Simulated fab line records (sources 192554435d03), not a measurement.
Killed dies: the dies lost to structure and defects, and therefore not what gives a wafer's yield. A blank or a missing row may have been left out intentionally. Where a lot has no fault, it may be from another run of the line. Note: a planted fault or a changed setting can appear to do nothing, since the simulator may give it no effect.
Matching of chambers | flow n5-finfet | 3 sister chambers for N5_BEOL_M1_CO_CAP_55 on cvd-co-01
The step material Co, precursor CCTBA/H2, target thk 2 nm, time 102.1 s. 3 wafers are shown with their chamber, then 11 later ones without.

## EACH WAFER AND ITS CHAMBER
wafer  | chamber | heater-power-w (W)
L078.4 | 1       | 253
L083.3 | 0       | 249
L086.3 | 2       | 214

## WAFERS WITH NO CHAMBER GIVEN
wafer  | heater-power-w (W)
L086.4 | 243
L086.5 | 258
L089.1 | 214
L089.3 | 247
L089.5 | 207
L091.1 | 250
L091.5 | 253
L091.6 | 253
L095.1 | 258
L095.4 | 249
L095.5 | 249

## CHAMBER TAKEN BY EACH
wafer  | from the rows above     | in truth
L086.4 | can't be placed: 0 or 1 | 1
L086.5 | can't be placed: 1 or 0 | 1
L089.1 | 2                       | 2
L089.3 | can't be placed: 0 or 1 | 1
L089.5 | 2                       | 2
L091.1 | can't be placed: 0 or 1 | 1
L091.5 | can't be placed: 1 or 0 | 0
L091.6 | can't be placed: 1 or 0 | 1
L095.1 | can't be placed: 1 or 0 | 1
L095.4 | can't be placed: 0 or 1 | 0
L095.5 | can't be placed: 0 or 1 | 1
Correctly placed: 2 of 11. Not placeable from these rows: 9 (in 9, the candidates include the true chamber). 0 placed wrongly.
How it was worked out, from the rows above alone: a wafer's distance from a chamber is the root of the sum, over the readings, of the square of ((its reading less the chamber's mean) divided by the reading's scatter). If the next closest chamber is less than 2 further off than the closest, the wafer can't be placed; otherwise it belongs to the closest. The mean given for a chamber averages the wafers shown for that chamber. The scatter: root of mean squared gap, hidden wafer to nearest shown wafer, with one shown wafer a chamber.
